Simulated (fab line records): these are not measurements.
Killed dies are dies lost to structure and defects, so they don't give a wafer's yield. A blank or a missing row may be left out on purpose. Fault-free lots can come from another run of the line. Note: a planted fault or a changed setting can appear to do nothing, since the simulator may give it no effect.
Lot-split experiment / flow n5_finfet / 21 wafers read across 7 lots, on a route 1938 steps long

SPLIT DETAILS
At N5_BEOL_M1_ETCH_64 (etches SOC in N2/H2, target depth 75 nm, overetch 15 nm, time 112.5 s), the setting bias_w was moved away from the recipe's 150 W on 7 of the 21 wafers read, by -9.9% to +11.7%. For the rest of the wafers, this setting stayed at what the recipe calls for.

Reading taken at the split's own step.

THE READING
rf_vpp_V, in V, at N5_BEOL_M1_ETCH_64 (etches SOC in N2/H2, target depth 75 nm, overetch 15 nm, time 112.5 s). On this fab line, fault-free wafers typically give 523.8 V with a standard deviation of 2.3 V.

wafer=L075.1; tool, chamber at the split=rie_diel-03, 1; bias_w as run, W=150; against the recipe=recipe; rf_vpp_V, V=526.9; against lot-mates on the recipe=-
wafer=L075.3; tool, chamber at the split=rie_diel-03, 0; bias_w as run, W=150; against the recipe=recipe; rf_vpp_V, V=524.6; against lot-mates on the recipe=-
wafer=L075.4; tool, chamber at the split=rie_diel-03, 2; bias_w as run, W=150; against the recipe=recipe; rf_vpp_V, V=521.8; against lot-mates on the recipe=-
wafer=L083.1; tool, chamber at the split=rie_diel-03, 3; bias_w as run, W=150; against the recipe=recipe; rf_vpp_V, V=523.6; against lot-mates on the recipe=-
wafer=L083.2; tool, chamber at the split=rie_diel-03, 0; bias_w as run, W=167.5; against the recipe=+11.7%; rf_vpp_V, V=559.8; against lot-mates on the recipe=+36.2
wafer=L083.6; tool, chamber at the split=rie_diel-03, 1; bias_w as run, W=167.5; against the recipe=+11.7%; rf_vpp_V, V=563.2; against lot-mates on the recipe=+39.6
wafer=L084.3; tool, chamber at the split=rie_diel-04, 3; bias_w as run, W=150; against the recipe=recipe; rf_vpp_V, V=523.9; against lot-mates on the recipe=-
wafer=L084.4; tool, chamber at the split=rie_diel-04, 2; bias_w as run, W=150; against the recipe=recipe; rf_vpp_V, V=523.7; against lot-mates on the recipe=-
wafer=L084.6; tool, chamber at the split=rie_diel-04, 3; bias_w as run, W=150; against the recipe=recipe; rf_vpp_V, V=523.5; against lot-mates on the recipe=-
wafer=L089.1; tool, chamber at the split=rie_diel-03, 3; bias_w as run, W=135.2; against the recipe=-9.9%; rf_vpp_V, V=490.4; against lot-mates on the recipe=-34.0
wafer=L089.2; tool, chamber at the split=rie_diel-03, 0; bias_w as run, W=150; against the recipe=recipe; rf_vpp_V, V=523.6; against lot-mates on the recipe=-
wafer=L089.4; tool, chamber at the split=rie_diel-03, 1; bias_w as run, W=150; against the recipe=recipe; rf_vpp_V, V=525.1; against lot-mates on the recipe=-
wafer=L091.4; tool, chamber at the split=rie_diel-02, 3; bias_w as run, W=162.2; against the recipe=+8.1%; rf_vpp_V, V=550.0; against lot-mates on the recipe=+23.9
wafer=L091.5; tool, chamber at the split=rie_diel-02, 1; bias_w as run, W=150; against the recipe=recipe; rf_vpp_V, V=526.1; against lot-mates on the recipe=-
wafer=L091.6; tool, chamber at the split=rie_diel-02, 2; bias_w as run, W=162.2; against the recipe=+8.1%; rf_vpp_V, V=551.1; against lot-mates on the recipe=+25.0
wafer=L095.3; tool, chamber at the split=rie_diel-03, 1; bias_w as run, W=140.1; against the recipe=-6.6%; rf_vpp_V, V=503.5; against lot-mates on the recipe=-20.6
wafer=L095.4; tool, chamber at the split=rie_diel-03, 2; bias_w as run, W=140.1; against the recipe=-6.6%; rf_vpp_V, V=500.6; against lot-mates on the recipe=-23.5
wafer=L095.5; tool, chamber at the split=rie_diel-03, 3; bias_w as run, W=150; against the recipe=recipe; rf_vpp_V, V=524.1; against lot-mates on the recipe=-
wafer=L097.2; tool, chamber at the split=rie_diel-02, 0; bias_w as run, W=150; against the recipe=recipe; rf_vpp_V, V=525.0; against lot-mates on the recipe=-
wafer=L097.4; tool, chamber at the split=rie_diel-02, 1; bias_w as run, W=150; against the recipe=recipe; rf_vpp_V, V=526.7; against lot-mates on the recipe=-
wafer=L097.5; tool, chamber at the split=rie_diel-02, 0; bias_w as run, W=150; against the recipe=recipe; rf_vpp_V, V=526.4; against lot-mates on the recipe=-

THE FIT
A straight line over all 21 wafers: rf_vpp_V changes by +3.27 V for each +1% of bias_w; r = +1.00; the points scatter about the line by 1.6 V.
The same after taking each lot's own level away (the mean of its wafers on the recipe; 21 wafers): +3.25 V for each +1%; r = +1.00; scatter 1.4 V.
Per that fit: largest bias_w move, reading shift of 38 V.
The lots' own levels span 523.60 to 526.10 V, that is 1.1 times the standard deviation above.
The two slopes are in agreement: the lot-to-lot level therefore moves the slope only a little.
Check: with one of the wafers moved furthest among these (+11.7%) left out of the fit, the line predicts +38 V for it against its lot-mates. It came out at +36.2 V against them.
Tool readings at the split's step, against how far the setting was moved: rf_vpp_V r = +1.00.

FURTHER SPLITS ON THESE WAFERS
These wafers also went through other splits before the reading. Each is held against what the fit with the lots' levels taken away leaves over:
other split on the same wafers=N5_MOL_CONTACT_COAG_EXPOSE_05 dose_mj; wafers away from the commonest value=4; r with rf_vpp_V (lot level and that fit taken away)=-0.15
other split on the same wafers=N5_MOL_CONTACT_COAG_ETCH_106 source_w; wafers away from the commonest value=8; r with rf_vpp_V (lot level and that fit taken away)=-0.10
other split on the same wafers=N5_MOL_CONTACT_COAG_PECVD_31 temp_c; wafers away from the commonest value=6; r with rf_vpp_V (lot level and that fit taken away)=+0.04
other split on the same wafers=N5_BEOL_M0_SAQP_PECVD_04 time_s; wafers away from the commonest value=3; r with rf_vpp_V (lot level and that fit taken away)=+0.01
other split on the same wafers=N5_BEOL_M0_SAQP_ETCH_106 target_depth_a; wafers away from the commonest value=7; r with rf_vpp_V (lot level and that fit taken away)=+0.05

THE WHOLE CHAIN: every reading that the file lists as answering this split, in the file's order
step=N5_BEOL_M1_ETCH_64; what it does=etches SOC in N2/H2, target depth 75 nm, overetch 15 nm, time 112.5 s; reading=rf_vpp_V; change (the file's fit)=+3.27 V for each +1% of the setting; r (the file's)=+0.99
step=N5_BEOL_M1_ETCH_64; what it does=etches SOC in N2/H2, target depth 75 nm, overetch 15 nm, time 112.5 s; reading=SiARC_of_BEOL_M1_COAT_62.thk_nm (the simulator's own value, which no gauge read); change (the file's fit)=-0.0677 nm for each +1% of the setting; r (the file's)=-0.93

FILE'S OWN FIT
rf_vpp_V changes by +3.27 V for each +1% of bias_w, r = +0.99.
